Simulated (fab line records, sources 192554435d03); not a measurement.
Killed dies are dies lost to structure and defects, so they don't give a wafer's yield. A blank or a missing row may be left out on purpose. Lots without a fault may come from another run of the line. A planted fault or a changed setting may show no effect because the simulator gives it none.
fab line records | flow n5_finfet
record lots=5 wafers=15 last_day=17
route steps=1938 shown ZERO_LAYER@18 WELL_APT@20
lots that met no fault: from a run of the same line without faults
start_h: hours from the record's first day to the start of the lot's first wafer shown | wait_h: hours since the lot's step before | " the same as in the row above | L1.1+2: a row that stands for several wafers | - no value, or no start given | * or withheld: withheld | < > ~ a bound
route shown NAME@n: a module of which the file shows steps, and the number in the route of the first | usual: mean/standard deviation of fault-free wafers | same: alike in all rows | chamber/n: place in a boat | sites: the reading at each site | _std_site: their standard deviation | _edge_site: outer sites' mean less inner sites' | radius_mm: how far each site lies from the wafer's centre | mask NAME#n: copy n | behind: the tool/chamber that last shaped the wafer | hold: why the lot was held/for how many hours/how that ended | device: the transistor (n, p or np) that didn't switch | end of line: the same wafers' tests at the end of the route | a step without rows: its recipe alone | killed: dies lost to structure and defects at the first sort, not the wafer's yield | map: a wafer's dies, x killed, . not, _ none there
set.NAME: the setting as run; set.NAME@STEP: as run at that earlier step | model.NAME: the simulator's own value behind a step, which no gauge read
lots at some steps of the route; a table a step, a row a wafer
services: from which hour (start_h, from the record's first day; less than 0 if before it) a tool's chamber was out of use, for how many hours, and why
## steps
# step N5_ZERO_LAYER_STRIP_19
# recipe chemistry=SPM time_s=900 temp_c=130 h2so4_h2o2_vol_ratio=4 dry=ipa_marangoni
# columns lot.wafer tool chamber start_h wait_h
L077.4+5+6 wet_bench-02 5,7,4 31.14 0.0
L083.2+3+6 wet_bench-02 3,7,5 67.10 0.1
L089.3+4+5 wet_bench-05 2,0,4 103.16 0.0
L091.2+3+6 wet_bench-02 5,0,4 115.23 0.1
L095.1+2+4 wet_bench-06 5,2,1 138.98 0.1
# step N5_ZERO_LAYER_INSPECT_20
# recipe inspect_instrument=darkfield mode=post_clean
# usual raw_defect_count=35/15
# columns lot.wafer tool chamber start_h wait_h raw_defect_count
L077.4 defect_inspect-01 - 31.42 0.0 26
L077.5 " - " " 57
L077.6 " - " " 62
L083.2 defect_inspect-01 - 67.38 0.0 32
L083.3 " - " " 31
L083.6 " - " " 34
L089.3 defect_inspect-01 - 103.43 0.0 47
L089.4 " - " " 40
L089.5 " - " " 49
L091.2 defect_inspect-01 - 115.50 0.0 29
L091.3 " - " " 37
L091.6 " - " " 33
L095.1 defect_inspect-02 - 139.25 0.0 19
L095.2 " - " " 57
L095.4 " - " " 21
# step N5_WELL_APT_HMDS_01
# recipe time_s=60 temp_c=120
# usual chill_plate_temp_C=23.01/0.11
# columns lot.wafer tool chamber start_h wait_h chill_plate_temp_C
L077.4 litho_track-02 0 31.45 0.0 22.99
L077.5 " 0 " " 23.24
L077.6 " 0 " " 23.10
L083.2 litho_track-04 0 67.41 0.0 22.80
L083.3 " 0 " " 22.99
L083.6 " 0 " " 22.98
L089.3 litho_track-03 0 103.46 0.0 22.89
L089.4 " 0 " " 23.04
L089.5 " 0 " " 23.05
L091.2 litho_track-04 0 115.53 0.0 22.92
L091.3 " 0 " " 23.00
L091.6 " 0 " " 22.91
L095.1 litho_track-04 0 139.29 0.0 22.96
L095.2 " 0 " " 23.18
L095.4 " 0 " " 23.19
# step N5_WELL_APT_COAT_02
# recipe spin_rpm=1357 resist_thk_nm=950
# usual chill_plate_temp_C=23.02/0.1 spin_speed_rpm=1357.0/1
# columns lot.wafer tool chamber start_h wait_h chill_plate_temp_C spin_speed_rpm
L077.4 litho_track-02 0 - - 23.03 1357.1
L077.5 " 0 " " 22.98 1357.5
L077.6 " 0 " " 23.12 1357.4
L083.2 litho_track-04 0 - - 22.98 1357.3
L083.3 " 0 " " 22.98 1357.2
L083.6 " 0 " " 23.12 1357.3
L089.3 litho_track-03 0 - - 23.00 1356.6
L089.4 " 0 " " 22.82 1356.2
L089.5 " 0 " " 23.04 1357.3
L091.2 litho_track-04 0 - - 23.04 1356.8
L091.3 " 0 " " 22.97 1358.0
L091.6 " 0 " " 22.96 1357.3
L095.1 litho_track-04 0 - - 23.02 1356.1
L095.2 " 0 " " 23.10 1358.2
L095.4 " 0 " " 23.04 1357.1
# step N5_WELL_APT_EBR_04
# recipe solvent=PGMEA ebr_width_mm=1.5
# usual chill_plate_temp_C=23.00/0.11
# columns lot.wafer tool chamber start_h wait_h chill_plate_temp_C
L077.4 litho_track-02 0 - - 23.11
L077.5 " 0 " " 22.96
L077.6 " 0 " " 23.12
L083.2 litho_track-04 0 - - 23.01
L083.3 " 0 " " 23.06
L083.6 " 0 " " 22.82
L089.3 litho_track-03 0 - - 22.92
L089.4 " 0 " " 22.85
L089.5 " 0 " " 23.17
L091.2 litho_track-04 0 - - 22.99
L091.3 " 0 " " 23.10
L091.6 " 0 " " 23.02
L095.1 litho_track-04 0 - - 23.03
L095.2 " 0 " " 22.99
L095.4 " 0 " " 22.99
# step N5_WELL_APT_SOFTBAKE_03
# recipe temp_c=130 time_s=60
# usual chill_plate_temp_C=23.02/0.093
# columns lot.wafer tool chamber start_h wait_h chill_plate_temp_C
L077.4 litho_track-02 0 - - 23.01
L077.5 " 0 " " 23.17
L077.6 " 0 " " 23.11
L083.2 litho_track-04 0 - - 22.91
L083.3 " 0 " " 22.94
L083.6 " 0 " " 23.02
L089.3 litho_track-03 0 - - 23.02
L089.4 " 0 " " 23.10
L089.5 " 0 " " 23.21
L091.2 litho_track-04 0 - - 23.12
L091.3 " 0 " " 23.12
L091.6 " 0 " " 23.15
L095.1 litho_track-04 0 - - 23.02
L095.2 " 0 " " 23.14
L095.4 " 0 " " 23.08
# step N5_WELL_APT_EXPOSE_05
# recipe mask_id=NWELL na=0.8 source_shape=conventional sigma_outer=0.8 polarization=unpolarized defocus_nm=0 target_cd_nm=200 dose_mj=20.3
# columns lot.wafer tool chamber start_h wait_h mask
L077.4+5+6 krf_scanner-01 0 31.56 - NWELL#0
L083.2+3+6 krf_scanner-02 0 67.51 - NWELL#0
L089.3+4+5 krf_scanner-01 0 103.70 - NWELL#0
L091.2+3+6 krf_scanner-01 0 115.64 - NWELL#0
L095.1+2+4 krf_scanner-02 0 139.39 - NWELL#0
# step N5_WELL_APT_PEB_06
# recipe peb_temp_c=130 peb_time_s=90
# usual chill_plate_temp_C=22.97/0.11
# columns lot.wafer tool chamber start_h wait_h chill_plate_temp_C
L077.4 litho_track-03 0 31.61 0.0 23.07
L077.5 " 0 " " 22.94
L077.6 " 0 " " 23.03
L083.2 litho_track-02 0 67.57 0.0 22.75
L083.3 " 0 " " 23.00
L083.6 " 0 " " 22.76
L089.3 litho_track-04 0 103.75 0.0 23.00
L089.4 " 0 " " 22.89
L089.5 " 0 " " 22.89
L091.2 litho_track-03 0 115.69 0.0 22.85
L091.3 " 0 " " 22.90
L091.6 " 0 " " 22.80
L095.1 litho_track-02 0 139.44 0.1 22.90
L095.2 " 0 " " 23.01
L095.4 " 0 " " 22.85
# step N5_WELL_APT_DEVELOP_07
# recipe develop_time_s=45 rinse_liquid=surfactant_rinse dry=air_spin dev_temp_c=21
# usual chill_plate_temp_C=23.02/0.1
# same develop_time_s=45
# columns lot.wafer tool chamber start_h wait_h chill_plate_temp_C
L077.4 litho_track-03 0 - - 22.81
L077.5 " 0 " " 22.93
L077.6 " 0 " " 23.09
L083.2 litho_track-02 0 - - 23.14
L083.3 " 0 " " 23.16
L083.6 " 0 " " 23.10
L089.3 litho_track-04 0 - - 23.02
L089.4 " 0 " " 23.05
L089.5 " 0 " " 23.00
L091.2 litho_track-03 0 - - 22.83
L091.3 " 0 " " 22.87
L091.6 " 0 " " 22.92
L095.1 litho_track-02 0 - - 23.00
L095.2 " 0 " " 23.06
L095.4 " 0 " " 22.85
# step N5_WELL_APT_HARDBAKE_12
# recipe temp_c=130 time_s=120
# usual chill_plate_temp_C=23.03/0.11
# columns lot.wafer tool chamber start_h wait_h chill_plate_temp_C
L077.4 litho_track-03 0 - - 22.95
L077.5 " 0 " " 22.86
L077.6 " 0 " " 22.92
L083.2 litho_track-02 0 - - 23.00
L083.3 " 0 " " 23.07
L083.6 " 0 " " 22.92
L089.3 litho_track-04 0 - - 22.94
L089.4 " 0 " " 22.89
L089.5 " 0 " " 22.87
L091.2 litho_track-03 0 - - 23.01
L091.3 " 0 " " 23.04
L091.6 " 0 " " 23.07
L095.1 litho_track-02 0 - - 23.01
L095.2 " 0 " " 22.96
L095.4 " 0 " " 23.03
# step N5_WELL_APT_CD_MEAS_08
# recipe target_cd_nm=200 landing_energy_ev=500 detector=se_inlens
# usual cd_nm=200.3/1.6
# same landing_energy_ev=500
# columns lot.wafer tool chamber start_h wait_h cd_nm
L077.4 cd_sem-01 0 31.72 - 200.8
L077.5 " 0 " " 202.9
L077.6 " 0 " " 201.9
L083.2 cd_sem-03 0 67.68 - 202.7
L083.3 " 0 " " 200.2
L083.6 " 0 " " 200.4
L089.3 cd_sem-01 0 103.87 - 202.4
L089.4 " 0 " " 201.6
L089.5 " 0 " " 204.7
L091.2 cd_sem-02 0 115.81 - 197.9
L091.3 " 0 " " 199.6
L091.6 " 0 " " 196.6
L095.1 cd_sem-01 0 139.56 - 200.5
L095.2 " 0 " " 200.9
L095.4 " 0 " " 202.1
# step N5_WELL_APT_OVL_MEAS_09
# recipe points_per_wafer=44
# usual NWELL_OVL=0/4.8
# columns lot.wafer tool chamber start_h wait_h NWELL_OVL[nm]
L077.4 overlay-02 0 31.75 0.0 6
L077.5 " 0 " " 1
L077.6 " 0 " " -1
L083.2 overlay-02 0 67.71 0.0 2
L083.3 " 0 " " 0
L083.6 " 0 " " 1
L089.3 overlay-01 0 103.89 0.0 2
L089.4 " 0 " " 2
L089.5 " 0 " " -1
L091.2 overlay-01 0 115.84 0.0 4
L091.3 " 0 " " 0
L091.6 " 0 " " 1
L095.1 overlay-01 0 139.59 0.0 -1
L095.2 " 0 " " 6
L095.4 " 0 " " 4
# step N5_WELL_APT_INSPECT_10
# recipe mode=adi inspect_instrument=macro
# usual raw_defect_count=2.2/1.5
# columns lot.wafer tool chamber start_h wait_h raw_defect_count
L077.4 defect_inspect-01 - 31.77 0.0 2
L077.5 " - " " 1
L077.6 " - " " 2
L083.2 defect_inspect-02 - 67.73 0.0 3
L083.3 " - " " 3
L083.6 " - " " 2
L089.3 defect_inspect-01 - 103.92 0.0 1
L089.4 " - " " 2
L089.5 " - " " 5
L091.2 defect_inspect-01 - 115.86 0.0 2
L091.3 " - " " 3
L091.6 " - " " 1
L095.1 defect_inspect-02 - 139.61 0.0 2
L095.2 " - " " 1
L095.4 " - " " 1
# step N5_WELL_APT_DESCUM_13
# recipe chemistry=O2 time_s=7.9 source_power_w=50 bias_power_w=20 pressure_mtorr=20 rf_frequency_hz=2.712e+07 temp_c=40 o2_flow_sccm=225
# usual drypump_motor_current_A=5.9/0.36 oes_product_au=0.78/0.11 rf_vpp_V=243.7/1.3 showerhead_plenum_p_Torr=2.14/0.063 throttle_valve_pct=20.55/0.27
# columns lot.wafer tool chamber start_h wait_h drypump_motor_current_A oes_product_au rf_hours_counter_h rf_vpp_V showerhead_plenum_p_Torr throttle_valve_pct
L077.4 rie_diel-01 3 32.00 0.2 5.3 0.69 - 239.9 1.99 20.97
L077.5 " 1 " " 6.1 0.72 - 242.8 2.09 20.66
L077.6 " 2 " " 5.9 0.73 - 244.0 2.18 20.57
L083.2 rie_diel-02 3 67.84 0.1 5.5 0.70 240 244.0 2.17 20.43
L083.3 " 1 " " 5.5 0.76 162 243.9 2.18 20.72
L083.6 " 3 " " 5.5 0.70 - 244.1 2.17 20.39
L089.3 rie_diel-06 3 103.95 0.0 5.4 0.71 174 244.7 2.08 20.67
L089.4 " 1 " " 6.5 0.68 - 244.1 2.16 21.03
L089.5 " 3 " " 5.4 0.71 - 243.5 2.08 20.69
L091.2 rie_diel-01 2 115.89 0.0 6.0 0.72 207 244.8 2.17 20.62
L091.3 " 0 " " 6.0 0.89 26 246.4 2.23 20.35
L091.6 " 3 " " 5.3 0.96 - 246.4 2.25 20.61
L095.1 rie_diel-06 0 139.65 0.0 6.2 0.94 11 242.4 2.06 20.57
L095.2 " 2 " " 5.7 0.90 28 243.3 2.04 20.23
L095.4 " 1 " " 6.5 0.98 2 244.3 2.16 20.65
# step N5_WELL_APT_IMPLANT_14
# recipe species=P energy_kev=160 dose_cm2=1.5e+13 tilt_deg=0 rotation_deg=0
# columns lot.wafer tool chamber start_h wait_h
L077.4+5+6 implanter-02 0 32.15 0.1
L083.2+3+6 implanter-02 0 67.97 0.1
L089.3+4+5 implanter-02 0 104.11 0.1
L091.2+3+6 implanter-01 0 116.02 0.1
L095.1+2+4 implanter-01 0 139.75 0.1
# step N5_WELL_APT_IMPLANT_15
# recipe species=As energy_kev=25 dose_cm2=1.5e+13 tilt_deg=0 rotation_deg=0
# columns lot.wafer tool chamber start_h wait_h
L077.4+5+6 implanter-02 0 32.33 0.1
L083.2+3+6 implanter-02 0 68.15 0.1
L089.3+4+5 implanter-02 0 104.29 0.1
L091.2+3+6 implanter-01 0 116.20 0.1
L095.1+2+4 implanter-01 0 139.93 0.1
# step N5_WELL_APT_STRIP_16
# recipe chemistry=SPM time_s=900 temp_c=130 h2so4_h2o2_vol_ratio=4 dry=ipa_marangoni
# columns lot.wafer tool chamber start_h wait_h
L077.4+5+6 wet_bench-04 3,6,5 32.45 0.1
L083.2+3+6 wet_bench-01 4,0,5 68.33 0.1
L089.3+4+5 wet_bench-01 5,6,1 104.44 0.1
L091.2+3+6 wet_bench-01 0,3,5 116.39 0.2
L095.1+2+4 wet_bench-01 1,0,7 140.13 0.2
# step N5_WELL_APT_HMDS_18
# recipe time_s=60 temp_c=120
# usual chill_plate_temp_C=22.99/0.11
# columns lot.wafer tool chamber start_h wait_h chill_plate_temp_C
L077.4 litho_track-04 0 32.73 0.0 22.87
L077.5 " 0 " " 22.93
L077.6 " 0 " " 22.88
L083.2 litho_track-03 0 68.63 0.0 22.93
L083.3 " 0 " " 23.06
L083.6 " 0 " " 22.85
L089.3 litho_track-02 0 104.71 0.0 22.95
L089.4 " 0 " " 23.04
L089.5 " 0 " " 23.12
L091.2 litho_track-03 0 116.67 0.0 22.95
L091.3 " 0 " " 23.03
L091.6 " 0 " " 22.90
L095.1 litho_track-02 0 140.41 0.0 22.87
L095.2 " 0 " " 22.84
L095.4 " 0 " " 23.01
# step N5_WELL_APT_COAT_19
# recipe spin_rpm=1357 resist_thk_nm=950
# usual chill_plate_temp_C=23.01/0.11 spin_speed_rpm=1357.2/1.2
# columns lot.wafer tool chamber start_h wait_h chill_plate_temp_C spin_speed_rpm
L077.4 litho_track-04 0 - - 23.02 1355.4
L077.5 " 0 " " 22.93 1355.5
L077.6 " 0 " " 22.85 1356.2
L083.2 litho_track-03 0 - - 23.05 1357.8
L083.3 " 0 " " 23.11 1355.9
L083.6 " 0 " " 23.09 1356.5
L089.3 litho_track-02 0 - - 23.15 1356.9
L089.4 " 0 " " 22.98 1358.0
L089.5 " 0 " " 22.95 1355.9
L091.2 litho_track-03 0 - - 22.74 1359.4
L091.3 " 0 " " 22.95 1360.7
L091.6 " 0 " " 22.65 1358.8
L095.1 litho_track-02 0 - - 23.05 1355.0
L095.2 " 0 " " 22.94 1357.6
L095.4 " 0 " " 23.14 1356.3
# step N5_WELL_APT_EBR_21
# recipe solvent=PGMEA ebr_width_mm=1.5
# usual chill_plate_temp_C=23.02/0.11
# columns lot.wafer tool chamber start_h wait_h chill_plate_temp_C
L077.4 litho_track-04 0 - - 22.89
L077.5 " 0 " " 23.02
L077.6 " 0 " " 23.11
L083.2 litho_track-03 0 - - 22.82
L083.3 " 0 " " 22.90
L083.6 " 0 " " 22.99
L089.3 litho_track-02 0 - - 22.82
L089.4 " 0 " " 23.03
L089.5 " 0 " " 22.94
L091.2 litho_track-03 0 - - 23.10
L091.3 " 0 " " 23.09
L091.6 " 0 " " 23.20
L095.1 litho_track-02 0 - - 23.16
L095.2 " 0 " " 23.02
L095.4 " 0 " " 23.04
# step N5_WELL_APT_SOFTBAKE_20
# recipe temp_c=130 time_s=60
# usual chill_plate_temp_C=22.96/0.098
# columns lot.wafer tool chamber start_h wait_h chill_plate_temp_C
L077.4 litho_track-04 0 - - 23.00
L077.5 " 0 " " 22.90
L077.6 " 0 " " 23.10
L083.2 litho_track-03 0 - - 22.94
L083.3 " 0 " " 22.92
L083.6 " 0 " " 22.85
L089.3 litho_track-02 0 - - 23.03
L089.4 " 0 " " 22.90
L089.5 " 0 " " 23.09
L091.2 litho_track-03 0 - - 23.00
L091.3 " 0 " " 22.82
L091.6 " 0 " " 22.91
L095.1 litho_track-02 0 - - 22.83
L095.2 " 0 " " 22.84
L095.4 " 0 " " 22.94
# step N5_WELL_APT_EXPOSE_22
# recipe mask_id=PWELL na=0.8 source_shape=conventional sigma_outer=0.8 polarization=unpolarized defocus_nm=0 target_cd_nm=200 dose_mj=23.2
# columns lot.wafer tool chamber start_h wait_h mask
L077.4+5+6 krf_scanner-01 0 32.84 - PWELL#0
L083.2+3+6 krf_scanner-02 0 68.73 - PWELL#0
L089.3+4+5 krf_scanner-01 0 104.82 - PWELL#0
L091.2+3+6 krf_scanner-02 0 116.77 - PWELL#0
L095.1+2+4 krf_scanner-01 0 140.63 - PWELL#0
# step N5_WELL_APT_PEB_23
# recipe peb_temp_c=130 peb_time_s=90
# usual chill_plate_temp_C=23.01/0.11
# columns lot.wafer tool chamber start_h wait_h chill_plate_temp_C
L077.4 litho_track-04 0 32.88 0.0 23.12
L077.5 " 0 " " 22.91
L077.6 " 0 " " 23.03
L083.2 litho_track-04 0 68.78 0.0 22.97
L083.3 " 0 " " 22.91
L083.6 " 0 " " 23.05
L089.3 litho_track-04 0 104.87 0.0 22.94
L089.4 " 0 " " 23.18
L089.5 " 0 " " 23.07
L091.2 litho_track-04 0 116.83 0.0 22.94
L091.3 " 0 " " 22.81
L091.6 " 0 " " 22.90
L095.1 litho_track-02 0 140.69 0.1 23.08
L095.2 " 0 " " 22.92
L095.4 " 0 " " 22.91
# step N5_WELL_APT_DEVELOP_24
# recipe develop_time_s=45 rinse_liquid=surfactant_rinse dry=air_spin dev_temp_c=21
# usual chill_plate_temp_C=23.01/0.11
# same develop_time_s=45
# columns lot.wafer tool chamber start_h wait_h chill_plate_temp_C
L077.4 litho_track-04 0 - - 23.10
L077.5 " 0 " " 23.06
L077.6 " 0 " " 23.01
L083.2 litho_track-04 0 - - 22.93
L083.3 " 0 " " 22.95
L083.6 " 0 " " 23.03
L089.3 litho_track-04 0 - - 23.14
L089.4 " 0 " " 23.28
L089.5 " 0 " " 23.12
L091.2 litho_track-04 0 - - 22.86
L091.3 " 0 " " 23.02
L091.6 " 0 " " 22.93
L095.1 litho_track-02 0 - - 23.05
L095.2 " 0 " " 23.00
L095.4 " 0 " " 23.03
# step N5_WELL_APT_HARDBAKE_29
# recipe temp_c=130 time_s=120
# usual chill_plate_temp_C=23.00/0.11
# columns lot.wafer tool chamber start_h wait_h chill_plate_temp_C
L077.4 litho_track-04 0 - - 22.83
L077.5 " 0 " " 22.77
L077.6 " 0 " " 22.83
L083.2 litho_track-04 0 - - 23.00
L083.3 " 0 " " 22.95
L083.6 " 0 " " 22.84
L089.3 litho_track-04 0 - - 23.12
L089.4 " 0 " " 23.17
L089.5 " 0 " " 23.05
L091.2 litho_track-04 0 - - 22.88
L091.3 " 0 " " 23.19
L091.6 " 0 " " 23.23
L095.1 litho_track-02 0 - - 22.86
L095.2 " 0 " " 22.94
L095.4 " 0 " " 23.07
# step N5_WELL_APT_CD_MEAS_25
# recipe target_cd_nm=200 landing_energy_ev=500 detector=se_inlens
# usual cd_nm=199.8/1.9
# same landing_energy_ev=500
# columns lot.wafer tool chamber start_h wait_h cd_nm
L077.4 cd_sem-02 0 33.00 - 200.7
L077.5 " 0 " " 199.7
L077.6 " 0 " " 201.8
L083.2 cd_sem-02 0 68.90 - 202.5
L083.3 " 0 " " 199.8
L083.6 " 0 " " 200.4
L089.3 cd_sem-01 0 104.99 - 200.9
L089.4 " 0 " " 198.7
L089.5 " 0 " " 201.9
L091.2 cd_sem-01 0 116.94 - 202.2
L091.3 " 0 " " 201.2
L091.6 " 0 " " 198.8
L095.1 cd_sem-03 0 140.80 - 198.6
L095.2 " 0 " " 198.6
L095.4 " 0 " " 199.9
# step N5_WELL_APT_OVL_MEAS_26
# recipe points_per_wafer=44
# usual PWELL_OVL=1/6.4
# columns lot.wafer tool chamber start_h wait_h PWELL_OVL[nm]
L077.4 overlay-02 0 33.05 0.0 1
L077.5 " 0 " " 5
L077.6 " 0 " " 2
L083.2 overlay-01 0 68.93 0.0 12
L083.3 " 0 " " 4
L083.6 " 0 " " 11
L089.3 overlay-01 0 105.01 0.0 -3
L089.4 " 0 " " 9
L089.5 " 0 " " 0
L091.2 overlay-02 0 116.97 0.0 13
L091.3 " 0 " " 16
L091.6 " 0 " " 6
L095.1 overlay-02 0 140.83 0.0 -5
L095.2 " 0 " " -6
L095.4 " 0 " " -11
# step N5_WELL_APT_INSPECT_27
# recipe mode=adi inspect_instrument=macro
# usual raw_defect_count=2.1/1.5
# columns lot.wafer tool chamber start_h wait_h raw_defect_count
L077.4 defect_inspect-02 - 33.07 0.0 3
L077.5 " - " " 0
L077.6 " - " " 4
L083.2 defect_inspect-01 - 68.95 0.0 2
L083.3 " - " " 1
L083.6 " - " " 1
L089.3 defect_inspect-01 - 105.04 0.0 2
L089.4 " - " " 1
L089.5 " - " " 3
L091.2 defect_inspect-02 - 116.99 0.0 1
L091.3 " - " " 1
L091.6 " - " " 1
L095.1 defect_inspect-02 - 140.86 0.0 2
L095.2 " - " " 2
L095.4 " - " " 2
## services
# columns tool chamber start_h hours kind
rie_diel-02 0 12.88 9.9 repair
rie_diel-01 0 16.12 - clean
rie_diel-01 0 16.12 - consumable_replace:focus_ring
rie_diel-01 0 16.12 - consumable_replace:showerhead
rie_diel-01 - 18.05 1.2 repair
implanter-01 - 18.69 2.8 repair
krf_scanner-02 - 22.60 1.3 pm
krf_scanner-02 - 27.74 4.0 pm
rie_diel-06 0 29.58 8.5 repair
krf_scanner-01 - 31.76 0.8 pm
rie_diel-06 - 31.87 2.8 pm
krf_scanner-01 - 60.35 1.0 pm
krf_scanner-01 - 61.35 1.3 pm
implanter-01 - 63.18 5.3 pm
krf_scanner-01 0 65.13 - calibration
wet_bench-06 - 67.58 1.9 pm
krf_scanner-02 - 71.63 1.0 pm
rie_diel-01 - 86.10 14.6 pm
rie_diel-06 0 89.21 9.2 repair
litho_track-03 - 91.20 - consumable_replace:filter
wet_bench-01 - 94.55 5.9 repair
krf_scanner-02 - 99.93 4.4 pm
krf_scanner-02 - 112.61 0.8 pm
krf_scanner-02 - 132.64 0.4 repair
## key
fault none
